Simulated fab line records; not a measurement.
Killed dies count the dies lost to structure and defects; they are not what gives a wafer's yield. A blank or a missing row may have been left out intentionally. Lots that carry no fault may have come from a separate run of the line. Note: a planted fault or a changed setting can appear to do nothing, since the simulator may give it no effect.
Which tool is to blame?	flow n5Finfet	24 lots, 72 wafers sampled, at 4 steps of a route of 1938

WHAT EACH GAUGE READ, for each wafer
N5_BEOL_M8_OVL_MEAS_12. Usual: M8_OVL gives -0.2 nm (standard deviation 0.68).
lot	measured	on	M8_OVL (nm)	flag
L074	day 9 05:14	overlay-01	1.1 -0.1 -0.4	
L075	day 10 01:46	overlay-02	-0.7 -1.4 -0.8	
L077	day 10 02:19	overlay-02	-0.1 0.0 -0.3	
L076	day 10 02:14	overlay-02	-0.1 0.9 -0.9	
L079	day 10 05:45	overlay-01	-1.2 -0.3 0.9	
L078	day 10 06:05	overlay-02	1.1 0.3 1.0	
L080	day 10 19:46	overlay-01	-1.0 -0.7 -0.3	
L081	day 11 05:50	overlay-01	-0.9 -0.2 -0.5	
L082	day 11 06:55	overlay-01	0.0 -0.5 -1.6	
L083	day 11 15:38	overlay-02	0.3 -0.8 -0.8	
L085	day 12 04:41	overlay-02	0.4 0.7 -0.3	
L086	day 12 13:14	overlay-02	0.3 -0.1 -0.5	
L084	day 12 15:28	overlay-02	-1.2 -0.5 -1.2	
L088	day 12 19:24	overlay-02	-1.2 -1.5 -1.2	
L087	day 13 00:55	overlay-01	0.0 0.1 -0.1	
L089	day 13 04:35	overlay-01	0.4 0.9 0.0	
L090	day 13 09:29	overlay-01	0.7 1.1 1.3	
L091	day 13 09:46	overlay-02	0.3 -0.5 -0.7	
L093	day 13 19:36	overlay-02	-1.1 0.4 -0.5	
L092	day 14 05:58	overlay-01	-0.8 -0.8 -0.3	
L094	day 14 19:04	overlay-01	0.8 0.1 -0.2	
L095	day 15 01:04	overlay-01	-0.6 -0.6 0.2	
L096	day 15 04:08	overlay-01	-0.4 1.1 0.9	
L097	day 15 11:34	overlay-01	-0.8 -0.6 -0.6	

EACH LOT AND THE TOOL THAT RAN IT (in order: tool; ch and the chambers of the sampled wafers; start)
lot	N5_BEOL_M7_ILD_DEP_00	N5_BEOL_M7_DEGAS_44	N5_BEOL_M7_ANNEAL_51
L074	pecvd-04 ch 0,1,2, day 8 18:53	pvdSputter-03, day 9 00:58	rtpAnneal-01 ch 0, day 9 01:50
L075	pecvd-02 ch 0,1, day 9 14:54	pvdSputter-01, day 9 21:20	rtpAnneal-02 ch 0, day 9 22:10
L077	pecvd-04 ch 0,1, day 9 15:07	pvdSputter-01, day 9 21:40	rtpAnneal-02 ch 0, day 9 23:40
L076	pecvd-04 ch 0,1, day 9 15:22	pvdSputter-01, day 9 21:44	rtpAnneal-02 ch 0, day 9 23:26
L079	pecvd-01 ch 0,1,2, day 9 20:15	pvdSputter-01, day 10 02:04	rtpAnneal-02 ch 0, day 10 03:09
L078	pecvd-04 ch 1, day 9 20:28	pvdSputter-03, day 10 02:11	rtpAnneal-02 ch 0, day 10 03:25
L080	pecvd-04 ch 0,1, day 10 08:34	pvdSputter-02, day 10 14:53	rtpAnneal-01 ch 0, day 10 16:27
L081	pecvd-04 ch 0,1,2, day 10 17:41	pvdSputter-01, day 10 23:44	rtpAnneal-02 ch 0, day 11 02:23
L082	pecvd-04 ch 0,1, day 10 22:03	pvdSputter-01, day 11 03:50	rtpAnneal-01 ch 0, day 11 04:46
L083	pecvd-02 ch 0,1, day 11 03:32	pvdSputter-03, day 11 10:53	rtpAnneal-02 ch 0, day 11 12:26
L085	pecvd-01 ch 0,2, day 11 17:08	pvdSputter-03, day 12 00:33	rtpAnneal-02 ch 0, day 12 01:53
L086	pecvd-02 ch 0,1,2, day 12 04:13	pvdSputter-03, day 12 07:41	rtpAnneal-01 ch 0, day 12 10:39
L084	pecvd-01 ch 0,2, day 12 04:19	pvdSputter-03, day 12 11:26	rtpAnneal-02 ch 0, day 12 13:02
L088	pecvd-01 ch 0,1, day 12 08:21	pvdSputter-01, day 12 14:14	rtpAnneal-01 ch 0, day 12 16:32
L087	pecvd-02 ch 0,1,2, day 12 16:32	pvdSputter-02, day 12 21:33	rtpAnneal-02 ch 0, day 12 22:22
L089	pecvd-02 ch 1,2, day 12 17:28	pvdSputter-01, day 12 21:50	rtpAnneal-01 ch 0, day 13 00:28
L090	pecvd-04 ch 1,2, day 12 21:56	pvdSputter-01, day 13 05:06	rtpAnneal-02 ch 0, day 13 07:15
L091	pecvd-04 ch 0,1,2, day 13 00:03	pvdSputter-01, day 13 05:18	rtpAnneal-01 ch 0, day 13 07:37
L093	pecvd-04 ch 0,1,2, day 13 09:20	pvdSputter-01, day 13 15:24	rtpAnneal-02 ch 0, day 13 16:23
L092	pecvd-02 ch 0,1,2, day 13 15:50	pvdSputter-01, day 13 21:44	rtpAnneal-02 ch 0, day 14 00:29
L094	pecvd-02 ch 0,2, day 14 07:58	pvdSputter-02, day 14 14:40	rtpAnneal-01 ch 0, day 14 15:55
L095	pecvd-02 ch 1,2, day 14 11:04	pvdSputter-02, day 14 19:28	rtpAnneal-01 ch 0, day 14 21:20
L096	pecvd-04 ch 0,1, day 14 15:53	pvdSputter-02, day 15 00:11	rtpAnneal-02 ch 0, day 15 01:04
L097	pecvd-04 ch 1,2, day 15 01:46	pvdSputter-03, day 15 07:22	rtpAnneal-01 ch 0, day 15 09:19
- N5_BEOL_M7_ILD_DEP_00: deposits SiCOH lowk from DEMS/porogen, target thk 179.75 nm, time 33.4 s.
- N5_BEOL_M7_DEGAS_44: time 60 s.
- N5_BEOL_M7_ANNEAL_51: time 90 s.

AS READ BY THE TOOLS THEMSELVES (means over the sampled wafers that have a number; for cases with no such wafer, the mark the record gives instead)
N5_BEOL_M7_ILD_DEP_00. Usual: chamberPressureTorr 5.000 Torr, standard deviation 0.011; heaterPowerW 318 W, standard deviation 54; showerheadPlenumPTorr 5.743 Torr, standard deviation 0.017; throttleValvePct 13.7 %, standard deviation 0.94.
lot	tool	chamberPressureTorr (Torr)	heaterPowerW (W)	showerheadPlenumPTorr (Torr)	throttleValvePct (%)	flag
L074	pecvd-04	5.006	330	5.754	13.6	
L075	pecvd-02	5.004	356	5.718	15.1	
L077	pecvd-04	5.007	336	5.753	13.2	
L076	pecvd-04	4.993	337	5.748	13.1	
L079	pecvd-01	5.009	317	5.748	13.9	
L078	pecvd-04	4.993	326	5.740	12.5	
L080	pecvd-04	4.999	340	5.746	12.8	
L081	pecvd-04	4.999	332	5.751	13.2	
L082	pecvd-04	5.001	328	5.741	13.0	
L083	pecvd-02	4.996	296	5.726	14.9	
L085	pecvd-01	5.007	320	5.744	14.2	
L086	pecvd-02	4.993	324	5.729	14.3	
L084	pecvd-01	5.006	307	5.752	14.2	
L088	pecvd-01	5.007	319	5.744	14.4	
L087	pecvd-02	4.993	296	5.729	14.4	
L089	pecvd-02	4.996	242	5.732	14.3	
L090	pecvd-04	5.003	320	5.742	13.0	
L091	pecvd-04	4.992	335	5.743	13.2	
L093	pecvd-04	4.996	305	5.761	13.1	
L092	pecvd-02	4.997	298	5.729	14.3	
L094	pecvd-02	5.015	326	5.719	14.6	
L095	pecvd-02	4.986	266	5.743	13.6	
L096	pecvd-04	5.000	333	5.755	13.4	
L097	pecvd-04	5.004	322	5.748	13.1	

N5_BEOL_M7_DEGAS_44. Usual: 344 W for heaterPowerW, sd 35.
lot	tool	heaterPowerW (W)	flag
L074	pvdSputter-03	325	
L075	pvdSputter-01	385	
L077	pvdSputter-01	360	
L076	pvdSputter-01	388	
L079	pvdSputter-01	362	
L078	pvdSputter-03	330	
L080	pvdSputter-02	343	
L081	pvdSputter-01	313	
L082	pvdSputter-01	338	
L083	pvdSputter-03	360	
L085	pvdSputter-03	342	
L086	pvdSputter-03	346	
L084	pvdSputter-03	332	
L088	pvdSputter-01	373	
L087	pvdSputter-02	323	
L089	pvdSputter-01	363	
L090	pvdSputter-01	336	
L091	pvdSputter-01	335	
L093	pvdSputter-01	322	
L092	pvdSputter-01	373	
L094	pvdSputter-02	326	
L095	pvdSputter-02	328	
L096	pvdSputter-02	312	
L097	pvdSputter-03	351	

N5_BEOL_M7_ANNEAL_51. Usual: 226.2 for wafer_temp_C_max, sd 0.54.
lot	tool	wafer_temp_C_max	flag
L074	rtpAnneal-01	225.4	
L075	rtpAnneal-02	226.6	
L077	rtpAnneal-02	226.1	
L076	rtpAnneal-02	226.5	
L079	rtpAnneal-02	226.6	
L078	rtpAnneal-02	226.6	
L080	rtpAnneal-01	225.7	
L081	rtpAnneal-02	226.6	
L082	rtpAnneal-01	225.5	
L083	rtpAnneal-02	226.7	
L085	rtpAnneal-02	226.7	
L086	rtpAnneal-01	225.9	
L084	rtpAnneal-02	226.6	
L088	rtpAnneal-01	225.5	
L087	rtpAnneal-02	226.8	
L089	rtpAnneal-01	225.7	
L090	rtpAnneal-02	226.7	
L091	rtpAnneal-01	225.7	
L093	rtpAnneal-02	226.6	
L092	rtpAnneal-02	226.4	
L094	rtpAnneal-01	225.5	
L095	rtpAnneal-01	225.7	
L096	rtpAnneal-02	226.6	
L097	rtpAnneal-01	225.8	

THE ANSWER, worked out from the rows above alone
Rule: lot off if the mean of its wafers having a number is beyond 3 standard deviations from the usual mean. A lot without any number at a reading at which 4 lots or more have one is off too. All remaining lots with rows at the step are treated as sound. First the gauges in route order, then the tools' own readings, where a lot's mean is used as printed above. The first step at which some lot is off is used, and at that step the reading that is off furthest; a lot without a number counts as furthest.
No lot is off at any reading shown: from this, nothing can be told.

WHAT THE SIMULATOR HAD PUT IN
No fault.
